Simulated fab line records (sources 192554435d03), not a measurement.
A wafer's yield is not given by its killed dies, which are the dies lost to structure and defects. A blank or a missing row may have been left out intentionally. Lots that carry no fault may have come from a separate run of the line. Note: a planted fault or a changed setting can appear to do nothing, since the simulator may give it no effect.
Matching of chambers -- flow n5_finfet -- N5_BEOL_M11_ETCH_65 on rie_diel-02: 4 sister chambers
The step etches SiARC in CF4, target depth 39 nm, time 65 s. 18 wafers are shown with their chamber, then 9 later ones without.

== WAFERS WITH THEIR CHAMBER ==
wafer,chamber,drypump_motor_current_A (A),showerhead_plenum_p_Torr (Torr),throttle_valve_pct (%)
L074.1,0,5.9,2.13,16.0
L074.3,2,5.8,2.12,15.6
L074.5,0,6.0,2.13,16.0
L077.1,2,5.8,2.12,15.6
L077.3,0,6.0,2.12,16.0
L077.5,0,6.0,2.12,16.0
L078.2,3,5.1,2.07,16.2
L078.4,0,5.9,2.12,16.0
L078.5,1,5.9,2.07,15.3
L081.2,2,5.8,2.11,15.2
L081.4,1,5.9,2.07,15.3
L081.5,3,5.1,2.07,16.2
L082.2,2,5.8,2.11,15.2
L082.4,3,5.0,2.07,16.2
L082.6,1,5.9,2.07,15.4
L085.3,3,5.0,2.07,16.2
L085.5,1,5.9,2.07,15.4
L085.6,0,5.9,2.12,16.1

SIGNATURES, as means of the wafers listed above
reading,chamber 0,chamber 1,chamber 2,chamber 3,scatter within a chamber
drypump_motor_current_A,5.950,5.900,5.800,5.050,0.0423
showerhead_plenum_p_Torr,2.1233,2.0700,2.1150,2.0700,0.00408
throttle_valve_pct,16.017,15.350,15.400,16.200,0.113
Rule: a wafer lies at a distance from a chamber equal to the root of the sum of squares, over the readings, of (its reading less the chamber's mean, divided by the reading's scatter). The wafer belongs to the nearest chamber; if the next one is less than 2 further off, it can't be placed. The scatter: take each reading less its chamber's mean, square it, sum over the shown wafers, divide by the number of wafers less the number of chambers, and take the root.

== WAFERS MISSING THEIR CHAMBER ==
wafer,drypump_motor_current_A (A),showerhead_plenum_p_Torr (Torr),throttle_valve_pct (%)
L087.2,5.9,2.07,15.4
L087.4,5.8,2.11,15.2
L087.6,5.0,2.07,16.2
L086.1,5.8,2.11,15.2
L086.2,6.0,2.12,16.1
L086.5,5.9,2.07,15.4
L090.1,5.9,2.07,15.4
L090.5,6.0,2.11,16.1
L090.6,5.9,2.06,15.4

== WHICH CHAMBER EACH ONE RAN IN ==
wafer,from the rows above,in truth
L087.2,1,1
L087.4,2,2
L087.6,3,3
L086.1,2,2
L086.2,0,0
L086.5,1,1
L090.1,1,1
L090.5,0,0
L090.6,1,1
Correct placement for 9 of the 9. Can't be placed from these rows: 0. Wrongly placed: 0.
